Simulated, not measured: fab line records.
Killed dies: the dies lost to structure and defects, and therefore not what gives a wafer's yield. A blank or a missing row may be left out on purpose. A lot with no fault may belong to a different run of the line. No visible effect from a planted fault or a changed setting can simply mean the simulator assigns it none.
Matching of chambers + flow n5 finfet + rie diel-02 running N5_DUMMY_GATE_ETCH_42: 4 sister chambers
The step etches SiO2 in CHF3/O2, target depth 3.5 nm, time 31 s. 8 wafers are shown with their chamber, then 7 later ones without.

## WAFERS, EACH WITH ITS CHAMBER
| wafer  | chamber | showerhead plenum p Torr (Torr) | drypump motor current A (A) |
|--------|---------|---------------------------------|-----------------------------|
| L079.5 | 0       | 2.29                            | 6.8                         |
| L080.2 | 0       | 2.29                            | 6.8                         |
| L081.6 | 2       | 2.26                            | 6.6                         |
| L087.2 | 2       | 2.25                            | 6.6                         |
| L087.4 | 3       | 2.31                            | 6.2                         |
| L087.6 | 1       | 2.52                            | 5.6                         |
| L089.1 | 3       | 2.30                            | 6.2                         |
| L089.3 | 1       | 2.52                            | 5.5                         |

## WAFERS MISSING THEIR CHAMBER
| wafer  | showerhead plenum p Torr (Torr) | drypump motor current A (A) |
|--------|---------------------------------|-----------------------------|
| L089.6 | 2.30                            | 6.2                         |
| L094.2 | 2.25                            | 6.7                         |
| L094.5 | 2.30                            | 6.2                         |
| L094.6 | 2.25                            | 6.6                         |
| L097.1 | 2.24                            | 6.7                         |
| L097.3 | 2.51                            | 5.5                         |
| L097.5 | 2.24                            | 6.7                         |

## THE CHAMBER EACH PASSED THROUGH
| wafer  | from the rows above | in truth |
|--------|---------------------|----------|
| L089.6 | 3                   | 3        |
| L094.2 | 2                   | 2        |
| L094.5 | 3                   | 3        |
| L094.6 | 2                   | 2        |
| L097.1 | 2                   | 2        |
| L097.3 | 1                   | 1        |
| L097.5 | 2                   | 2        |
7 of 7 placed correctly. Left unplaced by these rows: 0. Placed wrongly: 0.
How it was worked out, from the rows above alone: a wafer's distance from a chamber is the root of the sum, over the readings, of the square of ((its reading less the chamber's mean) divided by the reading's scatter). If the next closest chamber is less than 2 further off than the closest, the wafer can't be placed; otherwise it belongs to the closest. Each chamber's mean is taken over the wafers shown for it. How the scatter is found: for the shown wafers, subtract from each reading the mean of its chamber, square and add these, divide the total by (wafers less chambers), then take the root.
